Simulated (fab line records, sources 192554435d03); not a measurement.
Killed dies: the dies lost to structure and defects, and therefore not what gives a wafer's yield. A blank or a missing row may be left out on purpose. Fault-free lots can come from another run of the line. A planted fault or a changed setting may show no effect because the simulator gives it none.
fab line records	flow n5-finfet	part 2 of 2: steps 27 to 35 of 35
record lots=5	wafers=15	last-day=16
route steps=1938 shown BEOL_M3@990 BEOL_M4@1021
lots untouched by any fault: they come from a run of this same line in which no faults occurred
start-h: start of the lot's first displayed wafer, in hours after the record's first day	wait-h: hours elapsed since this lot's preceding step	" same as the row above	L1.1+2: several wafers, shown together as one row	- either no value or no given start	* or withheld: withheld	< > ~ a bound
route shown NAME@n: a module of which the file shows steps, and the number in the route of the first	usual: mean/standard deviation taken from wafers without a fault	same: alike in all rows	chamber/n: place in a boat	sites: each site's reading	_std_site: standard deviation of those values	_edge_site: the outer-site mean with the inner-site mean subtracted	radius-mm: how far each site lies from the wafer's centre	mask NAME#n: copy n	behind: the tool/chamber that last shaped the wafer	hold: the reason the lot was held/the length of the hold in hours/how it ended	device: which transistor (n, p or np) failed to switch	end of line: tests run on the same wafers once the route is complete	a step given without rows: its recipe and nothing more	killed: dies that structure and defects cost at the first sort, which is not the same as the wafer's yield	map: the dies of a wafer, with x for killed, . for not killed, _ for no die there
set.NAME: the setting as run; set.NAME@STEP: as run at that earlier step	model.NAME: the simulator's own value behind a step, which no gauge read
lots at some steps of the route; a table a step, a row a wafer
services: the hour from which a tool's chamber was out of use, counted from the record's first day as start-h (under 0 if before that day), plus the number of hours and why
## steps
# step N5_BEOL_M3_CO_CAP_55
# recipe material=Co	target-thk-a=20	temp-c=200	precursor=CCTBA/H2	pressure-torr=30	time-s=102.1
# usual heater-power-w=253/12
lot.wafer	tool	chamber	start-h	wait-h	heater-power-w
L078.3	cvd-co-02	2	185.41	0.0	253
L078.4	"	1	"	"	252
L078.5	"	2	"	"	253
L077.1	cvd-co-01	1	187.73	0.0	243
L077.5	"	0	"	"	274
L077.6	"	1	"	"	247
L080.3	cvd-co-02	0	187.78	0.0	245
L080.4	"	2	"	"	253
L080.5	"	1	"	"	255
L079.1	cvd-co-01	0	189.70	0.0	281
L079.2	"	1	"	"	244
L079.5	"	0	"	"	283
L094.1	cvd-co-01	2	271.72	0.0	251
L094.3	"	0	"	"	285
L094.4	"	0	"	"	281
# step N5_BEOL_M3_PRE_CLEAN_56
# recipe gas=NH3	time-s=15	temp-c=withheld	rf-power-w=300
lot.wafer	tool	chamber	start-h	wait-h
L078.3+4+5	pecvd-04	0,0,1	185.50	0.1
L077.1+5+6	pecvd-01	1,0,2	187.82	0.1
L080.3+4+5	pecvd-04	0,0,2	187.87	0.1
L079.1+2+5	pecvd-02	1,2,1	189.79	0.1
L094.1+3+4	pecvd-04	1,0,1	271.81	0.1
# step N5_BEOL_M3_DEP_57
# recipe material=SiCN	target-thk-a=80	temp-c=withheld	precursor=3MS/NH3	pressure-torr=3	rf-w=202	time-s=14
# usual showerhead-plenum-p-Torr=3.671/0.013	showerhead-vpp-V=872/23	throttle-valve-pct=9.1/0.57
lot.wafer	tool	chamber	start-h	wait-h	showerhead-plenum-p-Torr	showerhead-vpp-V	throttle-valve-pct
L078.3	pecvd-04	0	185.53	0.0	3.686	860	9.3
L078.4	"	0	"	"	3.683	860	9.5
L078.5	"	1	"	"	3.684	871	10.2
L077.1	pecvd-01	1	187.85	0.0	3.681	860	8.6
L077.5	"	0	"	"	3.653	869	9.1
L077.6	"	2	"	"	3.663	845	8.8
L080.3	pecvd-04	0	187.90	0.0	3.685	867	9.3
L080.4	"	0	"	"	3.685	888	9.5
L080.5	"	2	"	"	3.665	854	8.8
L079.1	pecvd-02	1	189.82	0.0	3.658	883	8.9
L079.2	"	2	"	"	3.673	918	8.0
L079.5	"	1	"	"	3.662	868	8.8
L094.1	pecvd-04	1	271.84	0.0	3.687	896	9.9
L094.3	"	0	"	"	3.681	855	9.3
L094.4	"	1	"	"	3.684	885	10.2
# step N5_BEOL_M3_RS_MEAS_58
# recipe thk-meas-gauge=four-point-probe	reads=Co_of_BEOL_M3_CO_CAP_55+Cu_of_BEOL_M3_ECD_50+Co_of_BEOL_M3_CVD_47+TaN_of_BEOL_M3_ALD_84
# usual M3_RS=0.69/0.033
lot.wafer	tool	chamber	start-h	wait-h	M3_RS[ohm/sq]
L078.3	film-metro-02	-	185.60	0.1	0.69
L078.4	"	-	"	"	0.72
L078.5	"	-	"	"	0.70
L077.1	film-metro-02	-	187.92	0.0	0.67
L077.5	"	-	"	"	0.63
L077.6	"	-	"	"	0.68
L080.3	film-metro-02	-	187.97	0.1	0.75
L080.4	"	-	"	"	0.68
L080.5	"	-	"	"	0.69
L079.1	film-metro-02	-	189.88	0.0	0.73
L079.2	"	-	"	"	0.70
L079.5	"	-	"	"	0.68
L094.1	film-metro-01	-	271.90	0.0	0.70
L094.3	"	-	"	"	0.72
L094.4	"	-	"	"	0.64
# step N5_BEOL_M3_INSPECT_59
# recipe inspect-instrument=darkfield	mode=post-dep
# usual raw-defect-count=79/25
lot.wafer	tool	chamber	start-h	wait-h	raw-defect-count
L078.3	defect-inspect-01	-	185.62	0.0	101
L078.4	"	-	"	"	60
L078.5	"	-	"	"	82
L077.1	defect-inspect-02	-	187.94	0.0	57
L077.5	"	-	"	"	68
L077.6	"	-	"	"	52
L080.3	defect-inspect-02	-	187.99	0.0	102
L080.4	"	-	"	"	127
L080.5	"	-	"	"	69
L079.1	defect-inspect-01	-	189.91	0.0	79
L079.2	"	-	"	"	101
L079.5	"	-	"	"	62
L094.1	defect-inspect-01	-	271.93	0.0	100
L094.3	"	-	"	"	75
L094.4	"	-	"	"	107
# step N5_BEOL_M4_ILD_DEP_00
# recipe material=SiOC	target-thk-a=790	temp-c=350	precursor=DEMS/O2	pressure-torr=5	rf-w=500	time-s=15.3
# usual heater-power-w=525/95	showerhead-plenum-p-Torr=5.699/0.013	showerhead-vpp-V=1362/52	throttle-valve-pct=11.4/0.61
lot.wafer	tool	chamber	start-h	wait-h	heater-power-w	showerhead-plenum-p-Torr	showerhead-vpp-V	throttle-valve-pct
L078.3	pecvd-03	0	185.66	0.0	666	5.696	1265	11.5
L078.4	"	2	"	"	447	5.718	1432	10.3
L078.5	"	0	"	"	636	5.708	1287	11.5
L077.1	pecvd-01	2	187.98	0.0	571	5.696	1316	11.8
L077.5	"	1	"	"	520	5.708	1344	11.7
L077.6	"	2	"	"	589	5.680	1323	11.8
L080.3	pecvd-02	1	188.03	0.0	373	5.697	1353	12.1
L080.4	"	0	"	"	510	5.704	1415	11.7
L080.5	"	1	"	"	387	5.678	1378	11.8
L079.1	pecvd-03	0	189.95	0.0	574	5.715	1256	11.6
L079.2	"	1	"	"	631	5.701	1354	11.9
L079.5	"	2	"	"	475	5.691	1412	10.6
L094.1	pecvd-03	0	271.97	0.0	678	5.722	1270	11.7
L094.3	"	1	"	"	663	5.716	1355	12.0
L094.4	"	1	"	"	655	5.701	1329	12.0
# step N5_BEOL_M4_THK_MEAS_01
# recipe reads=SiOC_of_BEOL_M4_ILD_DEP_00
# usual M4_ILD_THK=79.0/1.2
lot.wafer	tool	chamber	start-h	wait-h	M4_ILD_THK[nm]
L078.3	film-metro-02	-	185.73	0.1	78.3
L078.4	"	-	"	"	79.2
L078.5	"	-	"	"	78.2
L077.1	film-metro-02	-	188.05	0.0	76.5
L077.5	"	-	"	"	82.3
L077.6	"	-	"	"	77.8
L080.3	film-metro-02	-	188.10	0.1	79.1
L080.4	"	-	"	"	79.3
L080.5	"	-	"	"	79.7
L079.1	film-metro-02	-	190.01	0.0	77.5
L079.2	"	-	"	"	78.7
L079.5	"	-	"	"	78.8
L094.1	film-metro-01	-	272.03	0.0	77.8
L094.3	"	-	"	"	77.2
L094.4	"	-	"	"	78.9
# step N5_BEOL_M4_PECVD_72
# recipe material=SiO2	target-thk-a=160	temp-c=400	precursor=TEOS/O2	pressure-torr=5.5	rf-w=450	teos-flow-sccm=53.8	gas=O2	flow-sccm=3000	time-s=18
# usual heater-power-w=748/110	showerhead-plenum-p-Torr=8.80/0.053	showerhead-vpp-V=1299/46	throttle-valve-pct=21.6/0.99
lot.wafer	tool	chamber	start-h	wait-h	heater-power-w	showerhead-plenum-p-Torr	showerhead-vpp-V	throttle-valve-pct
L078.3	pecvd-01	0	185.76	0.0	596	8.72	1275	22.7
L078.4	"	0	"	"	600	8.73	1293	22.6
L078.5	"	2	"	"	865	8.76	1225	21.6
L077.1	pecvd-01	2	188.08	0.0	821	8.77	1231	21.9
L077.5	"	1	"	"	818	8.82	1256	21.8
L077.6	"	0	"	"	617	8.71	1304	22.6
L080.3	pecvd-03	2	188.13	0.0	655	8.80	1327	19.4
L080.4	"	1	"	"	943	8.83	1287	22.6
L080.5	"	2	"	"	657	8.81	1352	19.3
L079.1	pecvd-01	1	190.05	0.0	773	8.82	1263	22.0
L079.2	"	0	"	"	640	8.70	1303	22.4
L079.5	"	1	"	"	759	8.83	1258	21.7
L094.1	pecvd-02	1	272.10	0.1	605	8.73	1291	22.7
L094.3	"	0	"	"	646	8.86	1328	22.1
L094.4	"	0	"	"	636	8.87	1338	22.0
# step N5_BEOL_M4_HM_DEP_02
# recipe material=TiN	target-thk-a=200	temp-c=25	chamber-pressure-pa=0.49996
# usual throttle-valve-pct=30.1/0.89
lot.wafer	tool	chamber	start-h	wait-h	throttle-valve-pct
L078.3	pvd-sputter-02	-	187.78	2.0	30.0
L078.4	"	-	"	"	29.7
L078.5	"	-	"	"	29.8
L077.1	pvd-sputter-02	-	188.62	0.5	29.8
L077.5	"	-	"	"	29.7
L077.6	"	-	"	"	31.0
L080.3	pvd-sputter-01	-	188.70	0.5	29.5
L080.4	"	-	"	"	28.3
L080.5	"	-	"	"	28.6
L079.1	pvd-sputter-03	-	190.91	0.8	30.5
L079.2	"	-	"	"	32.1
L079.5	"	-	"	"	30.9
L094.1	pvd-sputter-02	-	272.91	0.8	29.8
L094.3	"	-	"	"	29.6
L094.4	"	-	"	"	29.6
## services
tool	chamber	start-h	hours	kind
pecvd-03	-	158.00	6.0	pm
cmp-01	-	162.61	1.0	repair
cvd-co-02	2	162.97	6.2	repair
cmp-01	-	173.77	0.7	repair
cmp-01	-	177.34	6.2	pm
cvd-co-01	-	193.17	1.1	repair
pecvd-01	0	196.20	4.1	repair
cmp-01	-	198.41	2.6	repair
ald-metal-01	-	206.61	2.8	pm
cmp-04	-	212.82	0.3	repair
rtp-anneal-02	-	220.97	2.9	pm
pecvd-03	-	225.44	0.3	repair
pecvd-04	1	225.77	26.1	repair
cmp-04	-	227.49	4.0	pm
cmp-01	-	231.61	2.1	repair
cmp-03	-	237.91	4.0	pm
ald-metal-01	-	245.27	1.1	repair
pecvd-02	-	256.38	0.4	repair
cvd-co-02	1	261.07	15.9	repair
cmp-03	-	261.62	0.7	repair
pecvd-01	-	262.33	14.6	pm
cvd-co-01	-	265.49	1.7	repair
ecd-cu-01	-	272.53	0.3	repair
cmp-03	-	272.80	6.5	pm
